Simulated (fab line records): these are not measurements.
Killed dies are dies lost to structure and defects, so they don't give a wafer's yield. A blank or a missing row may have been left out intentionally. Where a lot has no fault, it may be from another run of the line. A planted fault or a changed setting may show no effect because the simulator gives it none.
Chamber matching ; flow n5-finfet ; N5_BEOL_M11_STRIP_67 on rie-diel-02: 4 sister chambers
The step strips in CF4. 20 wafers are shown with their chamber, then 10 later ones without.

## WAFERS WITH THEIR CHAMBER
wafer;chamber;showerhead-plenum-p-Torr (Torr);drypump-motor-current-A (A);throttle-valve-pct (%)
L078.1;1;1.81;6.0;13.75
L078.2;0;1.82;5.5;13.73
L078.4;2;1.85;5.7;13.64
L079.1;0;1.82;5.6;13.74
L079.4;2;1.85;5.7;13.63
L079.6;2;1.85;5.7;13.66
L080.2;3;1.91;5.7;13.46
L080.3;2;1.85;5.7;13.65
L080.4;0;1.82;5.6;13.74
L082.3;3;1.91;5.7;13.47
L082.4;2;1.85;5.7;13.67
L082.6;0;1.82;5.6;13.75
L081.3;0;1.82;5.5;13.74
L081.4;3;1.91;5.7;13.47
L081.6;2;1.85;5.8;13.64
L083.2;2;1.85;5.7;13.67
L083.5;0;1.81;5.6;13.77
L083.6;3;1.91;5.7;13.49
L084.1;1;1.80;6.0;13.78
L084.3;0;1.81;5.6;13.79

SIGNATURES (averages over the wafers above)
reading;chamber 0;chamber 1;chamber 2;chamber 3;scatter within a chamber
showerhead-plenum-p-Torr;1.8171;1.8050;1.8500;1.9100;0.00347
drypump-motor-current-A;5.571;6.000;5.714;5.700;0.0378
throttle-valve-pct;13.7514;13.7650;13.6514;13.4725;0.0178
Rule: distance of a wafer from a chamber = root of the sum over the readings of ((wafer's reading minus chamber's mean) / reading's scatter) squared. The wafer belongs to the nearest chamber; if the next one is less than 2 further off, it can't be placed. The scatter: the root of (the sum of the squares of (reading less its chamber's mean) over the shown wafers, divided by (wafers less chambers)).

## WAFERS WHOSE CHAMBER IS MISSING
wafer;showerhead-plenum-p-Torr (Torr);drypump-motor-current-A (A);throttle-valve-pct (%)
L084.5;1.81;5.5;13.76
L090.1;1.90;5.7;13.48
L090.5;1.80;6.1;13.80
L090.6;1.81;5.5;13.80
L094.4;1.84;5.7;13.73
L094.5;1.84;5.7;13.72
L094.6;1.80;6.0;13.82
L096.1;1.90;5.7;13.55
L096.3;1.84;5.7;13.78
L096.4;1.81;5.6;13.83

## WHICH CHAMBER EACH ONE RAN IN
wafer;from the rows above;in truth
L084.5;0;0
L090.1;3;3
L090.5;1;1
L090.6;0;0
L094.4;2;2
L094.5;2;2
L094.6;1;1
L096.1;3;3
L096.3;can't be placed: 0 or 2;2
L096.4;0;0
9 of 10 placed correctly. Cannot be placed on the basis of these rows: 1; the candidates contain the true chamber in 1. Placed wrongly: 0.
